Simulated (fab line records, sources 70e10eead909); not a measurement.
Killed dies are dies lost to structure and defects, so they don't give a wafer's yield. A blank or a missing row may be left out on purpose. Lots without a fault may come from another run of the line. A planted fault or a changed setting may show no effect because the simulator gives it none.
Tool commonality check | flow nand_harc | 13 lots, 39 wafers sampled

WHY IT WAS OPENED
At NHARC_P_GATE_INSPECT_68 the reading raw_defect_count is flagged on 2 of 13 lots. Wafers without a fault read 186, standard deviation 75.
Rule: a lot is flagged when every wafer of it that has a number lies more than 4 standard deviations from that mean, or none has a number. The other lots count as sound.

lot  | measured     | on                | raw_defect_count, wafer by wafer | flag
L181 | day 5 22:26  | defect_inspect-02 | 173 220 196                      |
L182 | day 6 01:29  | defect_inspect-02 | 186 148 195                      |
L184 | day 7 05:59  | defect_inspect-02 | 158 174 167                      |
L185 | day 7 10:58  | defect_inspect-02 | 251 339 299                      |
L189 | day 9 07:37  | defect_inspect-02 | 181 172 141                      |
L193 | day 10 22:12 | defect_inspect-01 | 712 728 634                      | FLAGGED
L195 | day 11 22:07 | defect_inspect-01 | 601 711 696                      | FLAGGED
L197 | day 12 17:35 | defect_inspect-01 | 133 164 153                      |
L200 | day 13 19:02 | defect_inspect-01 | 240 213 291                      |
L201 | day 14 11:12 | defect_inspect-02 | 97 164 170                       |
L202 | day 15 00:10 | defect_inspect-01 | 93 197 219                       |
L203 | day 15 03:01 | defect_inspect-01 | 160 164 167                      |
L204 | day 15 10:17 | defect_inspect-01 | 276 142 187                      |
The numbers of the flagged lots are 680 on average: +494 against the usual, or +7 standard deviations.

WHICH TOOL RAN EACH LOT
The record holds 2 process steps before the reading, out of a route of 1302 steps. In each cell: the tool, then ch and the chambers that the sampled wafers went through, then the start.
lot  | flag    | NHARC_P_GATE_DESCUM_48             | NHARC_P_GATE_STRIP_63
L181 |         | rie_diel-07 ch 2,3, day 5 16:11    | wet_bench-09 ch 0,3,7, day 5 18:35
L182 |         | rie_diel-03 ch 0,2,3, day 5 19:14  | wet_bench-09 ch 1,3,6, day 5 21:47
L184 |         | rie_diel-03 ch 1,2, day 6 23:44    | wet_bench-09 ch 2,4,7, day 7 02:09
L185 |         | rie_diel-03 ch 1,3, day 7 04:43    | wet_bench-02 ch 1,5,6, day 7 07:08
L189 |         | rie_diel-07 ch 2,3, day 9 01:14    | wet_bench-03 ch 0,4,6, day 9 03:47
L193 | FLAGGED | rie_diel-11 ch 0,1,2, day 10 15:59 | wet_bench-03 ch 0,5,6, day 10 18:20
L195 | FLAGGED | rie_diel-07 ch 1,2, day 11 15:42   | wet_bench-03 ch 1,3,6, day 11 18:15
L197 |         | rie_diel-03 ch 0,1,2, day 12 10:59 | wet_bench-02 ch 0,1,2, day 12 13:34
L200 |         | rie_diel-03 ch 0,1,3, day 13 12:41 | wet_bench-02 ch 4,6,7, day 13 15:05
L201 |         | rie_diel-03 ch 1,2,3, day 14 01:05 | wet_bench-02 ch 2,3,4, day 14 03:34
L202 |         | rie_diel-11 ch 1,3, day 14 17:20   | wet_bench-09 ch 1,2,7, day 14 19:52
L203 |         | rie_diel-11 ch 1,2,3, day 14 20:11 | wet_bench-03 ch 0,1,4, day 14 22:50
L204 |         | rie_diel-11 ch 1,2, day 15 04:06   | wet_bench-09 ch 2,4,6, day 15 06:35
What these steps do:
- NHARC_P_GATE_DESCUM_48: chemistry O2, time 3 s.
- NHARC_P_GATE_STRIP_63: strips in SPM, time 900 s.
- NHARC_P_GATE_INSPECT_68

FLAGGED OVER TOTAL, TOOL BY TOOL (the gauges that took the reading come last)
step                    | tool              | lots run | flagged | share of the flagged lots | sound lots run after its first flagged lot
NHARC_P_GATE_DESCUM_48  | rie_diel-03       | 6        | 0       | none                      | -
NHARC_P_GATE_DESCUM_48  | rie_diel-07       | 3        | 1       | some                      | 0
NHARC_P_GATE_DESCUM_48  | rie_diel-11       | 4        | 1       | some                      | 3 (L202,L203,L204)
NHARC_P_GATE_STRIP_63   | wet_bench-02      | 4        | 0       | none                      | -
NHARC_P_GATE_STRIP_63   | wet_bench-03      | 4        | 2       | all                       | 1 (L203)
NHARC_P_GATE_STRIP_63   | wet_bench-09      | 5        | 0       | none                      | -
NHARC_P_GATE_INSPECT_68 | defect_inspect-01 | 7        | 2       | all                       | 5 (L197,L200,L202,L203,L204)
NHARC_P_GATE_INSPECT_68 | defect_inspect-02 | 6        | 0       | none                      | -

WHAT THE TABLE ALLOWS
2 rows of the table ran every flagged lot: wet_bench-03 at NHARC_P_GATE_STRIP_63, defect_inspect-01 at NHARC_P_GATE_INSPECT_68.
- wet_bench-03 at NHARC_P_GATE_STRIP_63: 2 of its 4 lots flagged. Sound lots ran on it after the first flagged one (L203), which a lasting fault on the whole tool wouldn't allow.
- defect_inspect-01 at NHARC_P_GATE_INSPECT_68: 2 of its 7 lots flagged. Sound lots ran on it after the first flagged one (L197, L200, L202, L203, L204), which a lasting fault on the whole tool wouldn't allow.
No row of the table ran every flagged lot and no sound lot after the first.

WHAT THE SIMULATOR HAD PUT IN
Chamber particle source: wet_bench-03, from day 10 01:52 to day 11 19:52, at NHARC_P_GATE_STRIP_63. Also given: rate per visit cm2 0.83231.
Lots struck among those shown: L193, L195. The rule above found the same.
